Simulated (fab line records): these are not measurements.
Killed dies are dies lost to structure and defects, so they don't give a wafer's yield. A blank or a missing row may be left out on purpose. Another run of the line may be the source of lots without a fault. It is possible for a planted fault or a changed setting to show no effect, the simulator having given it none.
Which tool is to blame?    flow n5 finfet    10 lots with 29 wafers sampled at 6 steps, on a route of 1938 steps

WHAT THE GAUGES SHOWED, per wafer
N5_BEOL_M10_INSPECT_58: inspects for defects (darkfield). Usual: raw defect count reads 68 (standard deviation 22).
lot   measured      on                 raw defect count  flag
L602  day 9 14:47   defect inspect-01  88 56 88          
L603  day 10 08:14  defect inspect-02  70 118 58         
L605  day 10 11:41  defect inspect-01  63 62 64          
L607  day 11 09:53  defect inspect-01  62 50 60          
L609  day 11 12:56  defect inspect-01  122 103 87        
L612  day 12 10:55  defect inspect-02  70 55 52          
L616  day 13 21:50  defect inspect-02  43 49 978         OFF
L618  day 14 03:40  defect inspect-01  1006 96 83        OFF
L622  day 14 15:21  defect inspect-02  68 46 80          
L623  day 15 19:50  defect inspect-01  95 140            

N5_BEOL_M11_INSPECT_13: inspects for defects (brightfield). Usual: raw defect count reads 399 (standard deviation 92).
lot   measured      on                 raw defect count  flag
L602  day 9 17:50   defect inspect-01  571 425 564       
L603  day 10 10:13  defect inspect-02  357 451 427       
L605  day 10 15:23  defect inspect-02  308 311 242       
L607  day 11 11:58  defect inspect-02  376 318 488       
L609  day 11 15:15  defect inspect-02  484 517 544       
L612  day 12 12:45  defect inspect-02  313 341 331       
L616  day 13 23:16  defect inspect-02  178 339 1186      
L618  day 14 05:46  defect inspect-01  1367 446 359      OFF
L622  day 14 20:32  defect inspect-02  404 286 382       
L623  day 15 21:41  defect inspect-01  491 641           

EACH LOT AND THE TOOL THAT RAN IT (in order: tool; ch and the chambers of the sampled wafers; start)
lot   N5_BEOL_M10_ETCH_66                 N5_BEOL_M10_DEP_56               N5_BEOL_M11_CURE_71            N5_BEOL_M11_HM_DEP_02
L602  rie diel-02 ch 0,1,2, day 9 11:35   pecvd-01 ch 0,1,2, day 9 14:43   uv cure-02 ch 1, day 9 15:08   pvd sputter-03, day 9 17:25
L603  rie diel-06 ch 0,2,3, day 10 05:09  pecvd-01 ch 1,2, day 10 08:08    uv cure-01 ch 2, day 10 08:26  pvd sputter-03, day 10 09:39
L605  rie diel-01 ch 2,3, day 10 08:41    pecvd-03 ch 2, day 10 11:34      uv cure-03 ch 2, day 10 12:06  pvd sputter-01, day 10 14:58
L607  rie diel-02 ch 1,2, day 11 07:08    pecvd-03 ch 0,1, day 11 09:47    uv cure-01 ch 0, day 11 10:10  pvd sputter-03, day 11 11:25
L609  rie diel-01 ch 1,3, day 11 09:57    pecvd-03 ch 0,1, day 11 12:50    uv cure-03 ch 2, day 11 13:07  pvd sputter-02, day 11 14:42
L612  rie diel-06 ch 0,1,2, day 12 08:16  pecvd-04 ch 1,2, day 12 10:48    uv cure-03 ch 2, day 12 11:02  pvd sputter-02, day 12 12:12
L616  rie diel-06 ch 0,1,3, day 13 18:45  pecvd-01 ch 0,1,2, day 13 21:44  uv cure-01 ch 2, day 13 22:07  pvd sputter-01, day 13 22:43
L618  rie diel-02 ch 0,3, day 14 00:45    pecvd-01 ch 0,1,2, day 14 03:34  uv cure-03 ch 0, day 14 03:56  pvd sputter-02, day 14 05:13
L622  rie diel-02 ch 0,3, day 14 11:46    pecvd-03 ch 0,2, day 14 15:15    uv cure-01 ch 0, day 14 15:43  pvd sputter-03, day 14 20:06
L623  rie diel-02 ch 2,3, day 15 16:53    pecvd-04 ch 1,2, day 15 19:44    uv cure-01 ch 2, day 15 19:58  pvd sputter-03, day 15 21:08
- N5_BEOL_M10_ETCH_66: etches SOC in N2/H2, target depth 120 nm, overetch 24 nm, time 180 s.
- N5_BEOL_M10_DEP_56: deposits SiCN from 3MS/NH3, target thk 15 nm, time 26.5 s.
- N5_BEOL_M11_CURE_71: cures SiCOH lowk, time 240 s.
- N5_BEOL_M11_HM_DEP_02: deposits TiN, target thk 20 nm.

AS READ BY THE TOOLS THEMSELVES (means over the sampled wafers that have a number; for cases with no such wafer, the mark the record gives instead)
N5_BEOL_M10_ETCH_66. Usual: bias w 150.0 W, standard deviation 0.43; chamber pressure mTorr 29.995 mTorr, standard deviation 0.023; drypump motor current A 5.6 A, standard deviation 0.52; n2 flow sccm 200.0 sccm, standard deviation 0.67; oes product au 0.66 a.u., standard deviation 0.041; rf vpp V 524.8 V, standard deviation 2.7; showerhead plenum p Torr 2.57 Torr, standard deviation 0.099; throttle valve pct 17.74 %, standard deviation 0.15.
lot   tool         bias w (W)  chamber pressure mTorr (mTorr)  drypump motor current A (A)  n2 flow sccm (sccm)  oes product au (a.u.)  rf vpp V (V)  showerhead plenum p Torr (Torr)  throttle valve pct (%)  flag
L602  rie diel-02  149.9       29.990                          5.7                          199.5                0.67                   526.0         2.62                             17.59                   
L603  rie diel-06  149.8       29.984                          5.3                          200.4                0.70                   528.4         2.69                             17.75                   
L605  rie diel-01  150.1       29.995                          5.9                          199.8                0.70                   521.8         2.47                             17.67                   
L607  rie diel-02  149.9       30.017                          5.7                          200.1                0.64                   526.9         2.64                             17.70                   
L609  rie diel-01  150.4       30.013                          5.6                          200.2                0.62                   521.8         2.48                             17.88                   
L612  rie diel-06  150.4       30.010                          5.8                          200.5                0.66                   526.0         2.61                             17.90                   
L616  rie diel-06  149.9       30.002                          5.7                          200.9                0.64                   525.4         2.60                             17.82                   
L618  rie diel-02  149.7       29.990                          5.4                          199.8                0.64                   523.5         2.53                             17.72                   
L622  rie diel-02  150.5       29.990                          5.1                          199.7                0.62                   522.6         2.48                             17.80                   
L623  rie diel-02  150.5       29.961                          5.2                          199.2                0.62                   524.1         2.56                             17.84                   

N5_BEOL_M10_DEP_56. Usual: showerhead plenum p Torr 3.671 Torr, standard deviation 0.015; showerhead vpp V 893 V, standard deviation 52; throttle valve pct 9.4 %, standard deviation 0.62.
lot   tool      showerhead plenum p Torr (Torr)  showerhead vpp V (V)  throttle valve pct (%)  flag
L602  pecvd-01  3.680                            867                   9.6                     
L603  pecvd-01  3.665                            845                   9.3                     
L605  pecvd-03  3.661                            880                   8.9                     
L607  pecvd-03  3.665                            904                   9.5                     
L609  pecvd-03  3.671                            878                   9.0                     
L612  pecvd-04  3.658                            958                   9.3                     
L616  pecvd-01  3.684                            874                   9.7                     
L618  pecvd-01  3.679                            869                   9.8                     
L622  pecvd-03  3.659                            896                   9.4                     
L623  pecvd-04  3.656                            967                   9.3                     

N5_BEOL_M11_CURE_71. Usual: lamp power pct 52.31 %, standard deviation 0.049; wafer_temp_C_max 386.8, standard deviation 0.57.
lot   tool        lamp power pct (%)  wafer_temp_C_max  flag
L602  uv cure-02  52.27               386.6             
L603  uv cure-01  52.30               387.2             
L605  uv cure-03  52.27               388.0             
L607  uv cure-01  52.33               386.5             
L609  uv cure-03  52.31               387.6             
L612  uv cure-03  52.30               387.5             
L616  uv cure-01  52.29               387.3             
L618  uv cure-03  52.33               386.1             
L622  uv cure-01  52.34               386.8             
L623  uv cure-01  52.30               387.2             

N5_BEOL_M11_HM_DEP_02. Usual: substrate temp c 25.00 C, standard deviation 0.1; throttle valve pct 29.5 %, standard deviation 1.1.
lot   tool            substrate temp c (C)  throttle valve pct (%)  flag
L602  pvd sputter-03  24.94                 29.9                    
L603  pvd sputter-03  25.01                 29.7                    
L605  pvd sputter-01  24.96                 28.7                    
L607  pvd sputter-03  25.02                 30.2                    
L609  pvd sputter-02  25.06                 29.5                    
L612  pvd sputter-02  24.95                 29.4                    
L616  pvd sputter-01  24.96                 28.0                    
L618  pvd sputter-02  25.05                 29.6                    
L622  pvd sputter-03  25.07                 30.3                    
L623  pvd sputter-03  24.98                 31.9                    

THE ANSWER, worked out from the rows above alone
Rule: lot off if the mean of its wafers having a number is beyond 3 standard deviations from the usual mean. A lot without any number at a reading at which 4 lots or more have one is off too. All remaining lots with rows at the step are treated as sound. After the gauges, taken in route order, come the tools' own readings; for these a lot's mean is taken, as printed above. The first step at which some lot is off is used, and at that step the reading that is off furthest; a lot without a number counts as furthest.
Off, at N5_BEOL_M10_INSPECT_58 on raw defect count: L616, L618.
A tool fits if, at a process step before that reading, it ran every lot that is off, and no sound lot after the first of them. Gauges at N5_BEOL_M10_INSPECT_58: tried the same way as those tools. One fits: pecvd-01 at N5_BEOL_M10_DEP_56. A fault onset in the window from L603 (day 10 08:08, its last sound lot) to L616 (day 13 21:44, its first lot off) fits.

WHAT THE SIMULATOR HAD PUT IN
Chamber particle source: pecvd-01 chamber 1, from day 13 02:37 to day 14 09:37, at N5_BEOL_M10_DEP_56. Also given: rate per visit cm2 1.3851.
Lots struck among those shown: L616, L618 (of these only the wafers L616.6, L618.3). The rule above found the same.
